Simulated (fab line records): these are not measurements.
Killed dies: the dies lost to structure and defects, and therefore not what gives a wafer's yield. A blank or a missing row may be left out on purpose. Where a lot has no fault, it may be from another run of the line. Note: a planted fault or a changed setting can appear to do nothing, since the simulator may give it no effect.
A lot that was struck, set against a sound lot :: flow nand-harc :: 15 out of 1302 route steps
Sound: the wafers L757.1, L757.3, L757.4. The struck wafers were L759.1, L759.2, L759.5. The cause is named last.
Order at every step that has rows: each side's tool, ch and its chambers, its first start. Under that, the readings that differ: sound wafers :: struck wafers :: difference of the means :: sigmas: that difference in standard deviations of wafers without a fault.
alike: a reading whose means differ by less than 2 such deviations, as well as words and numbers matching on both sides. not compared: withheld readings; readings where some wafer has no value; bounds like >300 that might hide an equal value; numbers whose values overlap and for which the record gives no deviation.
The two part at a step that has a row with sigmas, a row that says differs or no value, or rows on one side only. When numbers do not overlap yet have no deviation, they are printed without sigmas and do not part them. A reading that every wafer of one side lacks parts them only if that side has two wafers or more.

first, 8 steps without rows for these wafers: NHARC_P_M0_HMDS_02 (time 30 s); NHARC_P_M0_COAT_33 (time 65 s); NHARC_P_M0_COAT_03 (resist thk 90 nm); NHARC_P_M0_SOFTBAKE_04 (time 55 s); NHARC_P_M0_EBR_05; NHARC_P_M0_EXPOSE_06 (exposes mask P M0, target cd 90 nm); NHARC_P_M0_PEB_07 (peb time 65 s); NHARC_P_M0_DEVELOP_08 (develop time 35 s).
NHARC_P_M0_CD_MEAS_09: target cd 90 nm.
  sound on cd-sem-03 ch 0, day 7 06:50; struck on cd-sem-03 ch 0, day 8 00:51
  alike: cd-nm
NHARC_P_M0_OVL_MEAS_10: pitch 180 nm.
  sound: overlay-01 at day 7 06:55; struck: overlay-02 at day 8 00:56
reading: overlay-y-nm (nm)
sound: 1.5 1.2 1.8
struck: -0.6 -0.9 -0.9
difference: -2.3
sigmas: -3
  alike: overlay-x-nm
NHARC_P_M0_INSPECT_11:
  sound: defect-inspect-01 at day 7 06:57; struck: defect-inspect-01 at day 8 00:58
  alike: raw-defect-count
NHARC_P_M0_DESCUM_14: chemistry O2, time 3 s.
  sound on rie-diel-02 ch 0,1,3, day 7 07:01; struck on rie-diel-04 ch 1,2,3, day 8 01:03
  alike: drypump-motor-current-A, oes-product-au, rf-vpp-V, showerhead-plenum-p-Torr, throttle-valve-pct
  not compared: rf-hours-counter-h
NHARC_P_M0_ETCH_34: etches the open film in N2/H2, target depth 40 nm, overetch 12 nm, time 43.94 s.
  sound on rie-diel-02 ch 0,2,3, day 7 07:06; struck on rie-diel-04 ch 2,3, day 8 01:08
reading: oes-product-au (a.u.)
sound: 0.994 1.007 0.976
struck: 0.810 0.827 0.811
difference: -0.176
sigmas: -13
  alike: drypump-motor-current-A, rf-vpp-V, showerhead-plenum-p-Torr, throttle-valve-pct
  not compared: rf-hours-counter-h
NHARC_P_M0_ETCH_15: etches the open film in C4F8/Ar, target depth 150 nm, overetch 15 nm, time 82.5 s.
  sound on rie-diel-02 ch 0,2,3; struck on rie-diel-04 ch 2,3
  alike: oes-product-au, rf-vpp-V
  not compared: rf-hours-counter-h
-- jump in the record: it breaks off in module P_M0 and resumes in module END (first step shown: number 1302 of the route), and 18 days separate the struck wafers' starts before and after --
NHARC_END_SORT_01:
  sound on prober-01 ch 0, day 25 06:13; struck on prober-01 ch 0, day 26 01:07
reading: killed-at-periphery
sound: 6 8 7
struck: 2 2 0
difference: -6
sigmas: -2

reading: killed-open
sound: 6 7 6
struck: 3 1 1
difference: -5
sigmas: -3
  alike: defect-limited-yield, killed-at-array, killed-at-other, killed-dies, killed-short

== WHERE THEY PART ==
First at NHARC_P_M0_OVL_MEAS_10; last, within this record, at NHARC_END_SORT_01.

WHY: the cause the simulator had injected
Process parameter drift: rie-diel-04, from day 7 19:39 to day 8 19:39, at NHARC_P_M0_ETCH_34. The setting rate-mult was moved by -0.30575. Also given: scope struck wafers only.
